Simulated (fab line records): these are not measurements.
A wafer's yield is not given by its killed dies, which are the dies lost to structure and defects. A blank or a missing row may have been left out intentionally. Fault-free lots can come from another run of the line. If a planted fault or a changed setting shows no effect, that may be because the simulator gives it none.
Split-lot study -- flow n5Finfet -- route with 1938 steps; 7 lots, 21 wafers read

THE SPLIT ITSELF
At N5_PASSIVATION_PECVD_55 (deposits SiO2 from SiH4/N2O, target thk 400 nm, time 22.5 s), the setting timeS was moved away from the recipe's 22.5 s on 4 of the 21 wafers read, by -7.7% to +8.9%. For the rest of the wafers, this setting stayed at what the recipe calls for.

The split's own step is where the reading is taken.

THE READING
SiO2_of_PASSIVATION_PECVD_55.thkNm (the simulator's own value, which no gauge read), in nm, at N5_PASSIVATION_PECVD_55 (deposits SiO2 from SiH4/N2O, target thk 400 nm, time 22.5 s). The file gives no usual value for it. The 17 wafers here that ran the recipe average 400.9 nm, standard deviation 5.7 nm.

wafer,"tool, chamber at the split","timeS as run, s",against the recipe,"SiO2_of_PASSIVATION_PECVD_55.thkNm, nm",against lot-mates on the recipe
L076.3,"pecvd-02, 0",22.5,recipe,402.2,-
L076.4,"pecvd-02, 1",22.5,recipe,400.4,-
L076.6,"pecvd-02, 0",22.5,recipe,410,-
L077.1,"pecvd-01, 2",20.77,-7.7%,366,-31.9
L077.2,"pecvd-01, 1",22.5,recipe,393,-
L077.5,"pecvd-01, 1",22.5,recipe,402.8,-
L085.1,"pecvd-01, 1",22.5,recipe,390,-
L085.4,"pecvd-01, 0",22.5,recipe,403,-
L085.5,"pecvd-01, 2",22.5,recipe,400.4,-
L088.1,"pecvd-02, 0",22.5,recipe,402.2,-
L088.4,"pecvd-02, 1",22.5,recipe,400.8,-
L088.5,"pecvd-02, 0",22.5,recipe,412,-
L093.1,"pecvd-04, 1",22.5,recipe,403.4,-
L093.3,"pecvd-04, 2",22.5,recipe,393.2,-
L093.6,"pecvd-04, 0",20.88,-7.2%,372,-26.3
L092.1,"pecvd-04, 0",24.5,+8.9%,432,+38.6
L092.2,"pecvd-04, 2",24.5,+8.9%,426.6,+33.2
L092.3,"pecvd-04, 1",22.5,recipe,393.4,-
L094.2,"pecvd-01, 0",22.5,recipe,399.2,-
L094.5,"pecvd-01, 0",22.5,recipe,406,-
L094.6,"pecvd-01, 2",22.5,recipe,403.6,-

FIT RESULTS
A straight line over all 21 wafers: SiO2_of_PASSIVATION_PECVD_55.thkNm changes by +3.66 nm for each +1% of timeS; r = +0.92; the points scatter about the line by 5.8 nm.
The same after taking each lot's own level away (the mean of its wafers on the recipe; 21 wafers): +3.99 nm for each +1%; r = +0.96; scatter 4.4 nm.
Per that fit: largest timeS move, reading shift of 35 nm.
Across the lots, their own levels run from 393.40 to 405.00 nm, a range of 2.0 times the standard deviation given above.
The two slopes agree, so the slope changes little with the lot-to-lot level.
Check: with one of the wafers moved furthest among these (+8.9%) left out of the fit, the line predicts +34 nm for it against its lot-mates. Against them it came out at +38.6 nm.

THESE WAFERS: OTHER SPLITS
Before the reading, these wafers also passed through other splits. Each is held against what the fit with the lots' levels taken away leaves over:
other split on the same wafers,wafers away from the commonest value,r with SiO2_of_PASSIVATION_PECVD_55.thkNm (lot level and that fit taken away)
N5_BEOL_M10_PEB_26 pebTimeS,8,+0.00
N5_BEOL_M11_DESCUM_16 timeS,9,+0.18
N5_BEOL_M11_COAT_22 spinRpm,7,-0.05
N5_BEOL_M12_CMP_49 downForcePsi,6,+0.34
N5_BEOL_M13_ILD_DEP_00 timeS,10,-0.34
N5_BEOL_M14_DEP_53 timeS,6,-0.22
N5_MIM_BOT_ETCH_ETCH_00 biasW,6,+0.14

THE FILE'S OWN FIT
SiO2_of_PASSIVATION_PECVD_55.thkNm changes by +3.97 nm for each +1% of timeS, r = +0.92.
